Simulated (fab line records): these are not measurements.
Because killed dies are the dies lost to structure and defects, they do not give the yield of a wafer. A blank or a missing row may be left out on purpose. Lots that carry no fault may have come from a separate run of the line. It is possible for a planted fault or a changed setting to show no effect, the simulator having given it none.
fab line records + flow n5Finfet
record
- lots=7
- wafers=21
route steps=1938 shown PASSIVATION@1922
startH: the number of hours between the record's first day and the start of the first shown wafer of the lot + waitH: time in hours since the lot's previous step + " as in the row above + L1.1+2: a row that stands for several wafers + - value missing, or start not given + * or withheld: withheld + < > ~ a bound
route shown NAME@n: NAME is a module with steps in the file, n the number in the route of the first one + usual: average and standard deviation across the fault-free wafers + same: alike in all rows + chamber/n: place in a boat + sites: the reading at each site + _std_site: standard deviation of those values + _edge_site: inner sites' mean taken away from outer sites' mean + radiusMm: how far each site lies from the wafer's centre + mask NAME#n: copy n + behind: the tool/chamber that last shaped the wafer + hold: the reason the lot was held/the length of the hold in hours/how it ended + device: the n, p or np transistor that did not switch + end of line: the route-end tests of the same wafers + a step with no rows: only its recipe + killed: dies that structure and defects cost at the first sort, which is not the same as the wafer's yield + map: per-die view of a wafer (x killed, . not killed, _ where there is no die)
set.NAME: the run value of the setting; set.NAME@STEP: its run value at that earlier step + model.NAME: the simulator's own value behind a step, which no gauge read
lots with deliberately changed settings; one table per step, one row per wafer
## steps
# step N5_PASSIVATION_PEB_42
# recipe
- pebTempC=withheld
- pebTimeS=*
| lot.wafer  | tool          | chamber | startH | waitH | set.pebTimeS |
|------------|---------------|---------|--------|-------|--------------|
| L077.1     | lithoTrack-03 | 0       | 281.68 | 0.1   | *            |
| L077.2+5   | "             | 0       | "      | "     | *            |
| L078.1+5   | lithoTrack-03 | 0       | 297.12 | 0.1   | *            |
| L078.6     | "             | 0       | "      | "     | *            |
| L081.3+4+5 | lithoTrack-05 | 0       | 323.32 | 0.0   | *            |
| L083.1+3+4 | lithoTrack-01 | 0       | 326.72 | 0.1   | *            |
| L087.2+3   | lithoTrack-03 | 0       | 357.88 | 0.0   | *            |
| L087.4     | "             | 0       | "      | "     | *            |
| L091.3+4+6 | lithoTrack-01 | 0       | 383.45 | 0.0   | *            |
| L096.2+3   | lithoTrack-01 | 0       | 416.30 | 0.0   | *            |
| L096.5     | "             | 0       | "      | "     | *            |
# step N5_PASSIVATION_DEVELOP_43
# recipe
- developTimeS=60
- rinseLiquid=diw
- dry=airSpin
- devTempC=21
# step N5_PASSIVATION_HARDBAKE_45
# recipe
- tempC=130
- timeS=120
# step N5_PASSIVATION_SRD_72
# recipe
- dry=ipaMarangoni
- timeS=30
- tempC=23
- rinseLiquid=diw
# step N5_PASSIVATION_ANNEAL_56
# recipe
- tempC=400
- timeS=1800
- ambient=FGA
- idleTempC=300
- rampUpCPerMin=5
- rampDownCPerMin=3
# step N5_PASSIVATION_PROBE_49
# usual
- defectLimitedYield=91.5/1.5
- killed_at_M0_to_M3=32/10
- killed_at_M4_up=13/4.9
- killedAtContacts=13/6.1
- killedAtFrontEnd=38/11
- killedAtOther=3/3.2
- killedDies=101/18
- killedOpen=66/13
- killedShort=32/8.3
- sort_bin_5_function=5.0/1
- sort_bin_6_memory=3.2/0.74
- sort_bin_8_speed=0.1/1.1
- sortNPass=1078/22
- sortYieldPct=91.3/1.9
# same
- grossDies=1180
- killedAtBackSide=0
- sort_bin_4_leakage[%]=0
| lot.wafer | tool      | chamber | startH | waitH | set.timeS@PASSIVATION_PECVD_35 | defectLimitedYield[%] | killed_at_M0_to_M3 | killed_at_M4_up | killedAtContacts | killedAtFrontEnd | killedAtOther | killedDies | killedOpen | killedShort | sort_bin_5_function[%] | sort_bin_6_memory[%] | sort_bin_8_speed[%] | sortNPass | sortYieldPct[%] |
|-----------|-----------|---------|--------|-------|--------------------------------|-----------------------|--------------------|-----------------|------------------|------------------|---------------|------------|------------|-------------|------------------------|----------------------|---------------------|-----------|-----------------|
| L077.1    | prober-01 | -       | 284.95 | 0.0   | 141.5                          | 93.6                  | 28                 | 9               | 13               | 24               | 1             | 75         | 53         | 18          | 4.1                    | 2.1                  | 0                   | 1105      | 93.6            |
| L077.2    | prober-01 | -       | 285.00 | 0.1   | 141.5                          | 93.5                  | 37                 | 10              | 12               | 16               | 2             | 77         | 59         | 14          | 3.6                    | 2.8                  | 0                   | 1103      | 93.5            |
| L077.5    | prober-01 | -       | 285.15 | 0.2   | 151.3                          | 92.6                  | 31                 | 13              | 16               | 25               | 2             | 87         | 64         | 23          | 4.4                    | 2.6                  | 0                   | 1093      | 92.6            |
| L078.1    | prober-01 | -       | 300.42 | 0.0   | 160.6                          | 84.4                  | 26                 | 19              | 11               | 43               | 85            | 184        | 75         | 23          | 12.1                   | 3.4                  | 0                   | 996       | 84.4            |
| L078.5    | prober-01 | -       | 300.62 | 0.2   | 160.6                          | 82.3                  | 33                 | 17              | 18               | 50               | 91            | 209        | 88         | 30          | 14.0                   | 3.5                  | 9.5                 | 859       | 72.8            |
| L078.6    | prober-01 | -       | 300.67 | 0.3   | 151.3                          | 90.3                  | 37                 | 16              | 10               | 51               | 1             | 115        | 79         | 31          | 5.8                    | 3.9                  | 0                   | 1065      | 90.3            |
| L081.3    | prober-02 | -       | 326.82 | 0.1   | 151.3                          | 90.1                  | 33                 | 17              | 15               | 48               | 4             | 117        | 84         | 27          | 5.4                    | 3.7                  | 0                   | 1063      | 90.1            |
| L081.4    | prober-02 | -       | 326.87 | 0.2   | 151.3                          | 88.6                  | 52                 | 15              | 19               | 45               | 4             | 135        | 90         | 41          | 6.9                    | 3.8                  | 0                   | 1045      | 88.6            |
| L081.5    | prober-02 | -       | 326.92 | 0.2   | 151.3                          | 89.2                  | 42                 | 14              | 11               | 55               | 5             | 127        | 71         | 37          | 4.8                    | 4.4                  | 0                   | 1053      | 89.2            |
| L083.1    | prober-01 | -       | 333.57 | 0.2   | 139.7                          | 63.4                  | 222                | 19              | 154              | 30               | 7             | 432        | 79         | 28          | 21.2                   | 13.7                 | 1.9                 | 725       | 61.4            |
| L083.3    | prober-01 | -       | 333.67 | 0.3   | 151.3                          | 74.1                  | 234                | 24              | 14               | 32               | 2             | 306        | 59         | 25          | 15.4                   | 9.6                  | 0                   | 874       | 74.1            |
| L083.4    | prober-01 | -       | 333.72 | 0.4   | 139.7                          | 73.0                  | 254                | 17              | 9                | 36               | 3             | 319        | 52         | 30          | 15.5                   | 10.1                 | 0                   | 861       | 73.0            |
| L087.2    | prober-02 | -       | 361.20 | 0.1   | 151.3                          | 63.9                  | 34                 | 19              | 327              | 46               | 0             | 426        | 65         | 30          | 21.5                   | 11.9                 | 0                   | 754       | 63.9            |
| L087.3    | prober-02 | -       | 361.25 | 0.1   | 151.3                          | 91.0                  | 31                 | 16              | 24               | 30               | 5             | 106        | 76         | 26          | 5.6                    | 2.7                  | 0                   | 1074      | 91.0            |
| L087.4    | prober-02 | -       | 361.30 | 0.2   | 151.3                          | 66.0                  | 54                 | 20              | 300              | 24               | 3             | 401        | 72         | 38          | 20.8                   | 11.6                 | 0                   | 779       | 66.0            |
| L091.3    | prober-02 | -       | 386.81 | 0.1   | 151.3                          | 83.8                  | 15                 | 12              | 104              | 58               | 2             | 191        | 56         | 42          | 9.6                    | 5.8                  | 0                   | 989       | 83.8            |
| L091.4    | prober-02 | -       | 386.86 | 0.2   | 161                            | 64.2                  | 186                | 9               | 119              | 33               | 75            | 422        | 56         | 27          | 24.5                   | 10.6                 | 0.1                 | 757       | 64.2            |
| L091.6    | prober-02 | -       | 386.96 | 0.3   | 161                            | 72.0                  | 202                | 13              | 10               | 23               | 82            | 330        | 39         | 20          | 19.7                   | 7.2                  | 0                   | 850       | 72.0            |
| L096.2    | prober-02 | -       | 420.00 | 0.1   | 151.3                          | 90.3                  | 42                 | 16              | 22               | 31               | 3             | 114        | 75         | 34          | 5.4                    | 3.7                  | 0                   | 1066      | 90.3            |
| L096.3    | prober-02 | -       | 420.05 | 0.1   | 151.3                          | 88.9                  | 40                 | 15              | 29               | 43               | 4             | 131        | 90         | 37          | 6.8                    | 3.8                  | 0                   | 1049      | 88.9            |
| L096.5    | prober-02 | -       | 420.15 | 0.2   | 151.3                          | 88.1                  | 52                 | 16              | 23               | 44               | 6             | 141        | 85         | 45          | 7.1                    | 3.6                  | 0                   | 1039      | 88.1            |
# killed by level:class
L077.1 FIN_SAQP:geometricParticle:open=11 MOL_CONTACT_COAG:geometricParticle:open=11 BEOL_M0_SAQP:geometricParticle:open=7 DUMMY_GATE:geometricParticle:open=4 BEOL_M0_SAQP:geometricParticle:short=4 BEOL_M2:geometricParticle:short=4 BEOL_M3:geometricParticle:open=4 BEOL_M4:geometricParticle:open=4
L077.2 MOL_CONTACT_COAG:geometricParticle:open=11 BEOL_M3:geometricParticle:open=10 BEOL_M2:geometricParticle:open=9 STI_FIN_REVEAL:geometricParticle:open=6 BEOL_M2:geometricParticle:short=4 FIN_SAQP:geometricParticle:open=3 BEOL_M0:geometricParticle:open=3 BEOL_M1:geometricParticle:open=3
L077.5 MOL_CONTACT_COAG:geometricParticle:open=11 BEOL_M1:geometricParticle:open=9 BEOL_M0_SAQP:geometricParticle:open=8 DUMMY_GATE:geometricParticle:open=5 MOL_CONTACT_COAG:geometricParticle:short=5 BEOL_M2:geometricParticle:open=5 BEOL_M4:geometricParticle:open=5 STI_FIN_REVEAL:geometricParticle:open=4
L078.1 PASSIVATION:areaPecvd=83 STI_FIN_REVEAL:geometricParticle:open=18 MOL_CONTACT_COAG:geometricParticle:open=7 BEOL_M2:geometricParticle:open=7 BEOL_M3:geometricParticle:open=7 STARTING-WAFER:geometricParticle:open=6 STI_FIN_REVEAL:geometricParticle:short=5 BEOL_M5:geometricParticle:open=5
L078.5 PASSIVATION:areaPecvd=88 MOL_CONTACT_COAG:geometricParticle:open=16 FIN_SAQP:geometricParticle:open=13 BEOL_M4:geometricParticle:open=12 BEOL_M2:geometricParticle:open=11 STI_FIN_REVEAL:geometricParticle:open=10 FIN_SAQP:geometricParticle:short=7 GATE_CUT:geometricParticle:open=5
L078.6 STI_FIN_REVEAL:geometricParticle:open=15 DUMMY_GATE:geometricParticle:open=9 BEOL_M3:geometricParticle:open=8 BEOL_M2:geometricParticle:open=7 BEOL_M1:geometricParticle:open=7 BEOL_M4:geometricParticle:open=7 FIN_SAQP:geometricParticle:short=6 MOL_CONTACT_COAG:geometricParticle:open=6
L081.3 STI_FIN_REVEAL:geometricParticle:open=20 MOL_CONTACT_COAG:geometricParticle:open=14 BEOL_M3:geometricParticle:open=11 FIN_SAQP:geometricParticle:short=6 BEOL_M0_SAQP:geometricParticle:short=6 HKMG_FIN:areaEtch=6 BEOL_M3:geometricParticle:short=5 BEOL_M4:geometricParticle:open=5
L081.4 MOL_CONTACT_COAG:geometricParticle:open=17 BEOL_M0_SAQP:geometricParticle:open=13 STI_FIN_REVEAL:geometricParticle:open=11 BEOL_M3:geometricParticle:open=10 FIN_SAQP:geometricParticle:open=9 BEOL_M0_SAQP:geometricParticle:short=9 BEOL_M1:geometricParticle:open=8 FIN_SAQP:geometricParticle:short=5
L081.5 STI_FIN_REVEAL:geometricParticle:open=18 HKMG_FIN:areaEtch=12 MOL_CONTACT_COAG:geometricParticle:open=11 BEOL_M0_SAQP:geometricParticle:short=8 BEOL_M2:geometricParticle:short=7 BEOL_M0_SAQP:geometricParticle:open=7 BEOL_M3:geometricParticle:open=6 FIN_SAQP:geometricParticle:short=5
L083.1 BEOL_M2:areaExpose=170 MOL_CONTACT_COAG:areaExpose=151 BEOL_M3:geometricParticle:open=14 BEOL_M2:geometricParticle:open=12 BEOL_M0_SAQP:geometricParticle:open=8 BEOL_M0:geometricParticle:open=5 BEOL_M4:geometricParticle:open=5 STARTING-WAFER:geometricParticle:short=5
L083.3 BEOL_M2:areaExpose=216 MOL_CONTACT_COAG:geometricParticle:open=10 BEOL_M5:geometricParticle:open=7 BEOL_M4:geometricParticle:open=7 FIN_SAQP:geometricParticle:short=6 DUMMY_GATE:geometricParticle:open=5 BEOL_M3:geometricParticle:open=5 STARTING-WAFER:geometricParticle:open=5
L083.4 BEOL_M2:areaExpose=229 FIN_SAQP:geometricParticle:short=13 BEOL_M2:geometricParticle:open=8 MOL_CONTACT_COAG:geometricParticle:open=7 FIN_SAQP:geometricParticle:open=5 GATE_CUT:geometricParticle:short=4 BEOL_M0_SAQP:geometricParticle:short=4 BEOL_M4:geometricParticle:open=4
L087.2 MOL_CONTACT_COAG:areaExpose=313 FIN_SAQP:geometricParticle:short=13 MOL_CONTACT_COAG:geometricParticle:open=11 HKMG_FIN:areaEtch=11 BEOL_M0_SAQP:geometricParticle:open=10 FIN_SAQP:geometricParticle:open=7 BEOL_M3:geometricParticle:open=6 STI_FIN_REVEAL:geometricParticle:open=5
L087.3 MOL_CONTACT_COAG:geometricParticle:open=18 STI_FIN_REVEAL:geometricParticle:open=14 BEOL_M0_SAQP:geometricParticle:open=8 BEOL_M4:geometricParticle:open=8 BEOL_M0_SAQP:geometricParticle:short=7 MOL_CONTACT_COAG:geometricParticle:short=6 FIN_SAQP:geometricParticle:open=5 BEOL_M0:geometricParticle:open=4
L087.4 MOL_CONTACT_COAG:areaExpose=285 BEOL_M0_SAQP:geometricParticle:open=21 BEOL_M0_SAQP:geometricParticle:short=17 MOL_CONTACT_COAG:geometricParticle:open=12 BEOL_M5:geometricParticle:open=7 BEOL_M1:geometricParticle:open=5 STARTING-WAFER:geometricParticle:short=5 BEOL_M4:geometricParticle:open=4
L091.3 MOL_CONTACT_COAG:areaExpose=92 FIN_SAQP:geometricParticle:open=13 FIN_SAQP:geometricParticle:short=10 BEOL_M4:geometricParticle:open=8 MOL_CONTACT_COAG:geometricParticle:open=7 DUMMY_GATE:geometricParticle:short=5 MOL_CONTACT_COAG:geometricParticle:short=5 STI_FIN_REVEAL:geometricParticle:open=4
L091.4 BEOL_M2:areaExpose=156 MOL_CONTACT_COAG:areaExpose=107 PASSIVATION:areaPecvd=73 MOL_CONTACT_COAG:geometricParticle:open=9 BEOL_M3:geometricParticle:open=9 GATE_CUT:geometricParticle:short=7 BEOL_M0_SAQP:geometricParticle:open=7 STI_FIN_REVEAL:geometricParticle:open=6
L091.6 BEOL_M2:areaExpose=187 PASSIVATION:areaPecvd=82 MOL_CONTACT_COAG:geometricParticle:short=5 MOL_CONTACT_COAG:geometricParticle:open=5 BEOL_M4:geometricParticle:open=5 DUMMY_GATE:geometricParticle:open=4 BEOL_M0_SAQP:geometricParticle:open=4 BEOL_M1:geometricParticle:open=4
L096.2 MOL_CONTACT_COAG:geometricParticle:open=16 FIN_SAQP:geometricParticle:short=10 BEOL_M3:geometricParticle:open=10 BEOL_M1:geometricParticle:open=9 BEOL_M2:geometricParticle:open=9 FIN_SAQP:geometricParticle:open=6 MOL_CONTACT_COAG:geometricParticle:short=6 BEOL_M0_SAQP:geometricParticle:short=5
L096.3 MOL_CONTACT_COAG:geometricParticle:open=21 FIN_SAQP:geometricParticle:open=14 BEOL_M0_SAQP:geometricParticle:open=8 MOL_CONTACT_COAG:geometricParticle:short=8 BEOL_M1:geometricParticle:open=8 STI_FIN_REVEAL:geometricParticle:open=7 BEOL_M3:geometricParticle:open=7 FIN_SAQP:geometricParticle:short=5
L096.5 MOL_CONTACT_COAG:geometricParticle:open=18 BEOL_M1:geometricParticle:open=14 HKMG_FIN:areaEtch=11 FIN_SAQP:geometricParticle:short=10 FIN_SAQP:geometricParticle:open=9 BEOL_M0_SAQP:geometricParticle:open=8 BEOL_M0_SAQP:geometricParticle:short=7 BEOL_M2:geometricParticle:open=7
## key
split
- step=N5_PASSIVATION_PEB_42
- setting=pebTimeS
- stated=*
- by=wafer
response none clear
split outsideThisFile step=N5_PASSIVATION_PECVD_35 setting=timeS
# split outsideThisFile: this setting was split too, and the file shows its column; the key of that split is in another file
